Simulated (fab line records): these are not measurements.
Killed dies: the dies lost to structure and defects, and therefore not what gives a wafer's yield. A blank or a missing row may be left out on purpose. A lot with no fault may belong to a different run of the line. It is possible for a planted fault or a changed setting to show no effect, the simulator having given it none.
Code-filled problem report in 8D (eight disciplines) form :: flow nand_harc :: the parts of the form that need people (team, actions taken, sign-off) are left out

1. WHAT WENT WRONG
At NHARC_A_ONON_D2_THK_MEAS_14, thk_nm averages 654 nm over 6 wafers from 2 lots, while fault-free wafers read 1000 nm, standard deviation 11. That puts it -31 standard deviations away from the usual mean.
The step: measures by ellipsometry.
Earliest sighting: wafer L407.2 on film_metro-02 at day 15 17:37. Wafers with a number at this step in the record: 39, from 13 lots. Rule for "out", or "out of limits": more than 4 standard deviations from the usual mean. The other wafers with a number count as sound.

2. WHAT IT IS; WHAT IT IS NOT
question: which readings at this step
is: thk_nm
is not: -

question: which lots
is: L407, L409
is not: L398, L399, L400, L410, L414, L415, L417, L418, L419, L420, L421

question: which wafers of those lots
is: all that have a number
is not: -

question: read on which gauges
is: film_metro-01, film_metro-02
is not: -

question: when
is: from day 15 17:37
is not: up to then (9 sound wafers); but 24 sound wafers of L410, L414, L415, L417, L418, L419, L420, L421 came after

3. THE SUSPECTS, EACH WITH WHAT RULES IT OUT
Counting: any tool at a process step up to the reading is kept as a suspect provided that every lot that is out went through it and no sound lot did after the first of them.
- the gauge at NHARC_A_ONON_D2_THK_MEAS_14 has been ruled out. 2 gauges (film_metro-01, film_metro-02) read the wafers that are out.
- pecvd_onon-04 at NHARC_A_ONON_D2_DEP_12 (target thk 1000 nm): ruled out as a lasting fault. Sound lots L415, L417, L418, L419, L420 ran on it after its first lot that is out, L407 (day 15 17:10).
Left after counting: nothing in the record.

4. THE CAUSE (what the simulator had put in)
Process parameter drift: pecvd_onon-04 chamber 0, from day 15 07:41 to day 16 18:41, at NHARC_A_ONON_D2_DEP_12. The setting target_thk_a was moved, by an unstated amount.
Counting ruled it out, wrongly: the rule takes a fault to strike every lot that its tool runs from its start on, and this one did not.

5. SEQUENCE OF EFFECTS, ordered by route
Each row: a reading whose mean over the struck wafers that have a number lies more than 3 standard deviations from the usual. Only readings for which the record gives a usual standard deviation are gone through. hours: the time from each lot's start at the first step in this table that gives one to its start at this step, as a median over the lots. sigmas: the change in usual standard deviations.
hours: 0
step: NHARC_A_ONON_D2_THK_MEAS_14
reading: thk_nm
usual: 1000 nm
on struck wafers: 654
change: -346
sigmas: -31

hours: 284
step: NHARC_END_SORT_01
reading: killed_at_array
usual: 57
on struck wafers: 672
change: +615
sigmas: +32

hours: 284
step: NHARC_END_SORT_01
reading: killed_dies
usual: 62
on struck wafers: 677
change: +615
sigmas: +32

6. WHAT WOULD HAVE CAUGHT IT SOONER
The first out-of-limits reading at a measuring or inspecting step in this record came at day 15 17:37, 10 hours after the fault's start at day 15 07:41.
An alarm limit of 4 standard deviations would not have fired on the tool readings at NHARC_A_ONON_D2_DEP_12 for which the record gives a usual standard deviation, since none of them was out on any struck wafer.
